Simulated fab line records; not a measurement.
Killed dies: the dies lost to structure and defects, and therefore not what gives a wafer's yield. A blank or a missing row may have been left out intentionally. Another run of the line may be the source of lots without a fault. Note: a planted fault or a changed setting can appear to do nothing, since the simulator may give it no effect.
Matching of chambers :: flow n5_finfet :: N5_BEOL_M7_CURE_74 on uv_cure-02 has 3 sister chambers
The step cures SiCOH lowk, time 240 s. 3 wafers are shown with their chamber, then 9 later ones without.

## EACH WAFER AND ITS CHAMBER
wafer: L078.6
chamber: 0
wafer_temp_C_max: 386.1

wafer: L084.6
chamber: 1
wafer_temp_C_max: 386.5

wafer: L088.4
chamber: 2
wafer_temp_C_max: 385.8

## WAFERS WHOSE CHAMBER IS MISSING
wafer: L092.1
wafer_temp_C_max: 385.9

wafer: L092.2
wafer_temp_C_max: 386.1

wafer: L092.3
wafer_temp_C_max: 386.6

wafer: L093.2
wafer_temp_C_max: 387.1

wafer: L093.3
wafer_temp_C_max: 386.8

wafer: L093.4
wafer_temp_C_max: 387.6

wafer: L095.1
wafer_temp_C_max: 387.0

wafer: L095.4
wafer_temp_C_max: 386.9

wafer: L095.5
wafer_temp_C_max: 386.7

## CHAMBER TAKEN BY EACH
wafer: L092.1
from the rows above: can't be placed: 2 or 0 or 1
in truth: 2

wafer: L092.2
from the rows above: can't be placed: 0 or 2 or 1
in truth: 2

wafer: L092.3
from the rows above: can't be placed: 1 or 0 or 2
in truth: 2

wafer: L093.2
from the rows above: can't be placed: 1 or 0 or 2
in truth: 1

wafer: L093.3
from the rows above: can't be placed: 1 or 0 or 2
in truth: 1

wafer: L093.4
from the rows above: can't be placed: 1 or 0 or 2
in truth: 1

wafer: L095.1
from the rows above: can't be placed: 1 or 0 or 2
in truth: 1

wafer: L095.4
from the rows above: can't be placed: 1 or 0 or 2
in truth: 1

wafer: L095.5
from the rows above: can't be placed: 1 or 0 or 2
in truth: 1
Placed correctly: 0 of 9. Unplaceable from these rows: 9, with the true chamber sitting among the candidates in 9. 0 placed wrongly.
How it was worked out, from the rows above alone: a wafer's distance from a chamber is the root of the sum, over the readings, of the square of ((its reading less the chamber's mean) divided by the reading's scatter). The wafer belongs to the nearest chamber; if the next one is less than 2 further off, it can't be placed. The mean given for a chamber averages the wafers shown for that chamber. The scatter (one wafer shown for each chamber): square how far every hidden wafer sits from the nearest shown wafer, average those squares and take the square root.
